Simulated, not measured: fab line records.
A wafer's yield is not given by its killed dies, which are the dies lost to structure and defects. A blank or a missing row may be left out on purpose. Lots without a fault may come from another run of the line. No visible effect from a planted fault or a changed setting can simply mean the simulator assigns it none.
Matching of chambers || flow nand_harc || 4 sister chambers for NHARC_THIN_TSV_ETCH_44 on rie_diel-06
The step etches the open film in CF4/O2, target depth 1594.2 nm, time 797.1 s. 15 wafers are shown with their chamber, then 7 later ones without.

WAFERS, EACH WITH ITS CHAMBER
{"wafer": "L731.1", "chamber": 1, "rf_vpp_V (V)": 788, "oes_product_au (a.u.)": 1.011, "throttle_valve_pct (%)": 16.911}
{"wafer": "L731.2", "chamber": 0, "rf_vpp_V (V)": 797, "oes_product_au (a.u.)": 0.981, "throttle_valve_pct (%)": 16.927}
{"wafer": "L731.3", "chamber": 3, "rf_vpp_V (V)": 800, "oes_product_au (a.u.)": 0.994, "throttle_valve_pct (%)": 16.914}
{"wafer": "L735.2", "chamber": 2, "rf_vpp_V (V)": 793, "oes_product_au (a.u.)": 0.999, "throttle_valve_pct (%)": 16.907}
{"wafer": "L735.4", "chamber": 3, "rf_vpp_V (V)": 800, "oes_product_au (a.u.)": 1.015, "throttle_valve_pct (%)": 16.906}
{"wafer": "L735.5", "chamber": 2, "rf_vpp_V (V)": 793, "oes_product_au (a.u.)": 1.005, "throttle_valve_pct (%)": 16.918}
{"wafer": "L740.4", "chamber": 1, "rf_vpp_V (V)": 787, "oes_product_au (a.u.)": 1.005, "throttle_valve_pct (%)": 16.903}
{"wafer": "L746.2", "chamber": 1, "rf_vpp_V (V)": 787, "oes_product_au (a.u.)": 1.020, "throttle_valve_pct (%)": 16.919}
{"wafer": "L746.4", "chamber": 0, "rf_vpp_V (V)": 796, "oes_product_au (a.u.)": 0.987, "throttle_valve_pct (%)": 16.916}
{"wafer": "L746.5", "chamber": 1, "rf_vpp_V (V)": 787, "oes_product_au (a.u.)": 1.011, "throttle_valve_pct (%)": 16.928}
{"wafer": "L747.2", "chamber": 3, "rf_vpp_V (V)": 799, "oes_product_au (a.u.)": 1.001, "throttle_valve_pct (%)": 16.920}
{"wafer": "L747.4", "chamber": 1, "rf_vpp_V (V)": 786, "oes_product_au (a.u.)": 1.013, "throttle_valve_pct (%)": 16.923}
{"wafer": "L747.5", "chamber": 1, "rf_vpp_V (V)": 788, "oes_product_au (a.u.)": 1.005, "throttle_valve_pct (%)": 16.928}
{"wafer": "L752.2", "chamber": 2, "rf_vpp_V (V)": 791, "oes_product_au (a.u.)": 1.004, "throttle_valve_pct (%)": 16.910}
{"wafer": "L752.4", "chamber": 0, "rf_vpp_V (V)": 796, "oes_product_au (a.u.)": 0.980, "throttle_valve_pct (%)": 16.902}

SIGNATURES, as means of the wafers listed above
{"reading": "rf_vpp_V", "chamber 0": 796.33, "chamber 1": 787.17, "chamber 2": 792.33, "chamber 3": 799.67, "scatter within a chamber": 0.788}
{"reading": "oes_product_au", "chamber 0": 0.98267, "chamber 1": 1.01083, "chamber 2": 1.00267, "chamber 3": 1.00333, "scatter within a chamber": 0.00629}
{"reading": "throttle_valve_pct", "chamber 0": 16.91500, "chamber 1": 16.91867, "chamber 2": 16.91167, "chamber 3": 16.91333, "scatter within a chamber": 0.00941}
Rule: for a wafer and a chamber, the distance is found by dividing, reading by reading, the gap between the wafer's reading and the chamber's mean by the reading's scatter, squaring, summing and taking the root. If the next closest chamber is less than 2 further off than the closest, the wafer can't be placed; otherwise it belongs to the closest. How the scatter is found: for the shown wafers, subtract from each reading the mean of its chamber, square and add these, divide the total by (wafers less chambers), then take the root.

WAFERS WITHOUT THEIR CHAMBER
{"wafer": "L752.6", "rf_vpp_V (V)": 800, "oes_product_au (a.u.)": 1.005, "throttle_valve_pct (%)": 16.901}
{"wafer": "L751.1", "rf_vpp_V (V)": 796, "oes_product_au (a.u.)": 0.986, "throttle_valve_pct (%)": 16.912}
{"wafer": "L751.2", "rf_vpp_V (V)": 800, "oes_product_au (a.u.)": 0.999, "throttle_valve_pct (%)": 16.927}
{"wafer": "L751.5", "rf_vpp_V (V)": 788, "oes_product_au (a.u.)": 1.009, "throttle_valve_pct (%)": 16.917}
{"wafer": "L754.2", "rf_vpp_V (V)": 791, "oes_product_au (a.u.)": 0.989, "throttle_valve_pct (%)": 16.907}
{"wafer": "L754.4", "rf_vpp_V (V)": 788, "oes_product_au (a.u.)": 1.001, "throttle_valve_pct (%)": 16.921}
{"wafer": "L754.6", "rf_vpp_V (V)": 792, "oes_product_au (a.u.)": 0.994, "throttle_valve_pct (%)": 16.907}

EACH ONE'S CHAMBER
{"wafer": "L752.6", "from the rows above": 3, "in truth": 3}
{"wafer": "L751.1", "from the rows above": 0, "in truth": 0}
{"wafer": "L751.2", "from the rows above": 3, "in truth": 3}
{"wafer": "L751.5", "from the rows above": 1, "in truth": 1}
{"wafer": "L754.2", "from the rows above": 2, "in truth": 2}
{"wafer": "L754.4", "from the rows above": 1, "in truth": 1}
{"wafer": "L754.6", "from the rows above": 2, "in truth": 2}
7 of 7 placed correctly. Left unplaced by these rows: 0. Placed wrongly: 0.
